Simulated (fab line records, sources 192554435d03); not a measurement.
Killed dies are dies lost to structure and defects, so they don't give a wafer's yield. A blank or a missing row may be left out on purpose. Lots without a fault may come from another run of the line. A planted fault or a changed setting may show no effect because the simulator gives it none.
Split-lot experiment | flow n5_finfet | 7 lots, 39 wafers read, on a route of 1938 steps

THE SPLIT
At N5_BEOL_M6_ETCH_41 (etches SiCN in CH3F/O2, target depth 29.7 nm, time 52 s), the setting time_s was moved away from the recipe's 52 s on 12 of the 39 wafers read, by -55.1% to +29.6%. The other wafers ran this setting at the recipe's value.

The reading is taken at the split's own step.

THE READING
etch.depth_nm (the simulator's own value, which no gauge read), in nm, at N5_BEOL_M6_ETCH_41 (etches SiCN in CH3F/O2, target depth 29.7 nm, time 52 s). The file gives no usual value for it. The 27 wafers here that ran the recipe average 19.828 nm, standard deviation 0.38 nm.

wafer  | tool, chamber at the split | time_s as run, s | against the recipe | etch.depth_nm, nm | against lot-mates on the recipe
L076.1 | rie_diel-03, 3             | 26.21            | -49.6%             | 10.16             | -9.497
L076.2 | rie_diel-03, 1             | 52               | recipe             | 19.94             | -
L076.3 | rie_diel-03, 2             | 26.21            | -49.6%             | 9.657             | -10.000
L076.4 | rie_diel-03, 0             | 52               | recipe             | 19.6              | -
L076.5 | rie_diel-03, 3             | 26.21            | -49.6%             | 10.18             | -9.477
L076.6 | rie_diel-03, 0             | 52               | recipe             | 19.43             | -
L079.1 | rie_diel-03, 1             | 52               | recipe             | 20.01             | -
L079.2 | rie_diel-03, 3             | 52               | recipe             | 20.06             | -
L079.3 | rie_diel-03, 2             | 23.33            | -55.1%             | 8.604             | -11.123
L079.4 | rie_diel-03, 0             | 23.33            | -55.1%             | 8.671             | -11.056
L079.5 | rie_diel-03, 1             | 23.33            | -55.1%             | 8.955             | -10.772
L079.6 | rie_diel-03, 2             | 52               | recipe             | 19.11             | -
L078.1 | rie_diel-04, 0             | 52               | recipe             | 20.14             | -
L078.2 | rie_diel-04, 2             | 52               | recipe             | 20.27             | -
L078.5 | rie_diel-04, 2             | 52               | recipe             | 19.95             | -
L084.1 | rie_diel-05, 0             | 52               | recipe             | 19.92             | -
L084.6 | rie_diel-05, 0             | 52               | recipe             | 19.92             | -
L084.2 | rie_diel-05, 3             | 52               | recipe             | 19.35             | -
L084.3 | rie_diel-05, 2             | 52               | recipe             | 20.09             | -
L084.4 | rie_diel-05, 1             | 52               | recipe             | 19.77             | -
L084.5 | rie_diel-05, 3             | 52               | recipe             | 19.33             | -
L091.1 | rie_diel-03, 3             | 67.4             | +29.6%             | 26.07             | +6.703
L091.2 | rie_diel-03, 1             | 52               | recipe             | 19.86             | -
L091.3 | rie_diel-03, 0             | 52               | recipe             | 19.26             | -
L091.4 | rie_diel-03, 2             | 52               | recipe             | 18.98             | -
L091.5 | rie_diel-03, 0             | 67.4             | +29.6%             | 24.7              | +5.333
L091.6 | rie_diel-03, 1             | 67.4             | +29.6%             | 25.75             | +6.383
L089.1 | rie_diel-04, 2,3           | 52               | recipe             | 19.93             | -
L089.3 | rie_diel-04, 2,3           | 52               | recipe             | 19.93             | -
L089.2 | rie_diel-04, 0             | 39.08            | -24.8%             | 14.98             | -4.973
L089.4 | rie_diel-04, 1             | 52               | recipe             | 20                | -
L089.5 | rie_diel-04, 0             | 39.08            | -24.8%             | 14.91             | -5.043
L089.6 | rie_diel-04, 3             | 39.08            | -24.8%             | 15.03             | -4.923
L095.1 | rie_diel-05, 0             | 52               | recipe             | 20.4              | -
L095.2 | rie_diel-05, 1             | 52               | recipe             | 19.92             | -
L095.3 | rie_diel-05, 3             | 52               | recipe             | 19.66             | -
L095.5 | rie_diel-05, 3             | 52               | recipe             | 19.66             | -
L095.4 | rie_diel-05, 2             | 52               | recipe             | 20.42             | -
L095.6 | rie_diel-05, 2             | 52               | recipe             | 20.45             | -
Where a row lists several chambers, the file gives one row for several wafers and doesn't say which wafer went through which chamber.

THE FIT
A straight line over all 39 wafers: etch.depth_nm changes by +0.198 nm for each +1% of time_s; r = +1.00; the points scatter about the line by 0.38 nm.
The same after taking each lot's own level away (the mean of its wafers on the recipe; 39 wafers): +0.199 nm for each +1%; r = +1.00; scatter 0.33 nm.
On that fit, the largest move of time_s shifts the reading by 11 nm.
The lots' own levels span 19.3667 to 20.1200 nm, that is 2.0 times the standard deviation above.
So the lot-to-lot level changes the slope little: the two slopes agree.
Check: with one of the wafers moved furthest among these (-55.1%) left out of the fit, the line predicts -10.9 nm for it against its lot-mates. It came out at -11.1 nm against them.

OTHER SPLITS ON THESE WAFERS
These wafers also went through other splits before the reading. Each is held against what the fit with the lots' levels taken away leaves over:
other split on the same wafers  | wafers away from the commonest value | r with etch.depth_nm (lot level and that fit taken away)
N5_BEOL_M0_SAQP_PECVD_96 time_s | 18                                   | +0.14

THE FILE'S OWN FIT
etch.depth_nm changes by +0.199 nm for each +1% of time_s, r = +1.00.
